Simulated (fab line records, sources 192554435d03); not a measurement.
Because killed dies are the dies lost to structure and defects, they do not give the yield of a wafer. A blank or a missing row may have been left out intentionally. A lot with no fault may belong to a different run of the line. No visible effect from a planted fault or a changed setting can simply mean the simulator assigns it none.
Lot-split experiment	flow n5Finfet	route with 1938 steps; 7 lots, 21 wafers read

ABOUT THE SPLIT
At N5_BEOL_M6_TRENCH_ETCH_37 (etches SiCOH lowk in C4F6/O2, target depth 94.435 nm, time 31.5 s), the setting biasW was moved away from the recipe's 185 W on 6 of the 21 wafers read, by -13.8% to +16.1%. For the rest of the wafers, this setting stayed at what the recipe calls for.

Reading taken at the split's own step.

THE READING
rfVppV, in V, at N5_BEOL_M6_TRENCH_ETCH_37 (etches SiCOH lowk in C4F6/O2, target depth 94.435 nm, time 31.5 s). Fault-free wafers of this fab line usually give 668 V, standard deviation 5.7 V.

wafer	tool, chamber at the split	biasW as run, W	against the recipe	rfVppV, V	against lot-mates on the recipe
L074.2	rieDiel-02, 2	159.4	-13.8%	594	-68
L074.4	rieDiel-02, 0	185	recipe	662	-
L074.6	rieDiel-02, 2	159.4	-13.8%	594	-68
L077.1	rieDiel-06, 0	185	recipe	666	-
L077.4	rieDiel-06, 2	185	recipe	671	-
L077.6	rieDiel-06, 2	185	recipe	672	-
L078.1	rieDiel-02, 0	185	recipe	660	-
L078.2	rieDiel-02, 2	185	recipe	670	-
L078.4	rieDiel-02, 1	185	recipe	668	-
L082.1	rieDiel-06, 1	166.8	-9.8%	619	-56
L082.2	rieDiel-06, 3	185	recipe	675	-
L082.3	rieDiel-06, 0	166.8	-9.8%	614	-61
L083.2	rieDiel-02, 1	185	recipe	668	-
L083.5	rieDiel-02, 2	161.9	-12.5%	602	-62
L083.6	rieDiel-02, 3	185	recipe	659	-
L087.1	rieDiel-04, 1	185	recipe	664	-
L087.2	rieDiel-04, 0	185	recipe	661	-
L087.4	rieDiel-04, 2	214.7	+16.1%	759	+96
L093.1	rieDiel-04, 1	185	recipe	663	-
L093.3	rieDiel-04, 0	185	recipe	662	-
L093.5	rieDiel-04, 0	185	recipe	663	-

THE FIT
A straight line over all 21 wafers: rfVppV changes by +5.34 V for each +1% of biasW; r = +0.99; the points scatter about the line by 4.7 V.
The same after taking each lot's own level away (the mean of its wafers on the recipe; 21 wafers): +5.45 V for each +1%; r = +0.99; scatter 4.6 V.
On that fit, the largest move of biasW shifts the reading by 87 V.
From 662.0 to 675.0 V: that is the span of the lots' own levels, equal to 2.3 times the standard deviation above.
Consequently the slope shifts little with the lot-to-lot level, the two slopes agreeing.
Check: +82.7 V against its lot-mates is what the line predicts for one of the wafers moved furthest among these (+16.1%) when that wafer is left out of the fit. Against them it came out at +96.5 V.
Tool readings at the split's step, against how far the setting was moved: rfVppV r = +0.99.

OTHER SPLITS ON THESE WAFERS
Note: prior to the reading, these wafers also went through further splits. Each is held against what the fit with the lots' levels taken away leaves over:
other split on the same wafers	wafers away from the commonest value	r with rfVppV (lot level and that fit taken away)
N5_BEOL_M4_COAT_73 tempC	7	+0.30
N5_BEOL_M5_COAT_05 spinRpm	6	+0.37
N5_BEOL_M6_PECVD_70 tempC	5	+0.51
N5_BEOL_M6_HM_DEP_02 targetThkA	5	-0.22

THE FILE'S OWN FIT
rfVppV changes by +5.46 V for each +1% of biasW, r = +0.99.
